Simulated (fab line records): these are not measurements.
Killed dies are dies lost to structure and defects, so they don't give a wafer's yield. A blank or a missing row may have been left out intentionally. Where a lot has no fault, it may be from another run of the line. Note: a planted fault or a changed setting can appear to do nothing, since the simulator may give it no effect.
Chamber matching | flow nand harc | rie diel-10 running NHARC_A_CONTACT_ETCH_102: 4 sister chambers
The step etches the open film in CF4/O2, target depth 70 nm, overetch 7 nm, time 38.5 s. 4 wafers are shown with their chamber, then 7 later ones without.

## WAFERS WITH THEIR CHAMBER
wafer  | chamber | showerhead plenum p Torr (Torr)
L080.5 | 2       | 1.28
L081.6 | 1       | 1.39
L084.2 | 0       | 1.27
L084.3 | 3       | 1.31

## WAFERS WITH NO CHAMBER GIVEN
wafer  | showerhead plenum p Torr (Torr)
L084.5 | 1.27
L086.1 | 1.27
L086.3 | 1.31
L086.6 | 1.27
L096.2 | 1.27
L096.4 | 1.30
L096.6 | 1.27

## WHICH CHAMBER EACH WENT THROUGH
wafer  | from the rows above | in truth
L084.5 | 0                   | 0
L086.1 | 0                   | 0
L086.3 | 3                   | 3
L086.6 | 0                   | 0
L096.2 | 0                   | 0
L096.4 | 3                   | 3
L096.6 | 0                   | 0
Correct placement for 7 of the 7. Can't be placed from these rows: 0. 0 placed wrongly.
How it was worked out, from the rows above alone: a wafer's distance from a chamber is the root of the sum, over the readings, of the square of ((its reading less the chamber's mean) divided by the reading's scatter). If the next closest chamber is less than 2 further off than the closest, the wafer can't be placed; otherwise it belongs to the closest. A chamber's mean is the mean of its shown wafers. The scatter: root of mean squared gap, hidden wafer to nearest shown wafer, with one shown wafer a chamber.
